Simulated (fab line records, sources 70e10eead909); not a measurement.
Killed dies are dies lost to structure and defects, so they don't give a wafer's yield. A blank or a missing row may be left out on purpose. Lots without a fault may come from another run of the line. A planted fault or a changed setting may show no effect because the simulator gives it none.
Chamber matching | flow nand_harc | NHARC_A_CONTACT_ETCH_48 on rie_diel-03: 4 sister chambers
The step etches the open film in CF4, target depth 39 nm, time 65 s. 4 wafers are shown with their chamber, then 12 later ones without.

WAFERS WITH THEIR CHAMBER
wafer  | chamber | showerhead_plenum_p_Torr (Torr)
L090.2 | 3       | 1.68
L094.5 | 0       | 1.72
L091.3 | 2       | 1.77
L091.5 | 1       | 1.88

WAFERS WITHOUT THEIR CHAMBER
wafer  | showerhead_plenum_p_Torr (Torr)
L092.3 | 1.88
L092.5 | 1.88
L092.6 | 1.72
L097.1 | 1.77
L097.5 | 1.87
L097.6 | 1.72
L095.1 | 1.87
L095.3 | 1.68
L095.5 | 1.68
L096.3 | 1.68
L096.5 | 1.77
L096.6 | 1.87

WHICH CHAMBER EACH WENT THROUGH
wafer  | from the rows above | in truth
L092.3 | 1                   | 1
L092.5 | 1                   | 1
L092.6 | 0                   | 0
L097.1 | 2                   | 2
L097.5 | 1                   | 1
L097.6 | 0                   | 0
L095.1 | 1                   | 1
L095.3 | 3                   | 3
L095.5 | 3                   | 3
L096.3 | 3                   | 3
L096.5 | 2                   | 2
L096.6 | 1                   | 1
Placed correctly: 12 of 12. Can't be placed from these rows: 0. Placed wrongly: 0.
How it was worked out, from the rows above alone: a wafer's distance from a chamber is the root of the sum, over the readings, of the square of ((its reading less the chamber's mean) divided by the reading's scatter). The wafer belongs to the nearest chamber; if the next one is less than 2 further off, it can't be placed. A chamber's mean is the mean of its shown wafers. The scatter: with one shown wafer a chamber, the root of the mean of the squares of how far each hidden wafer lies from its nearest shown one.
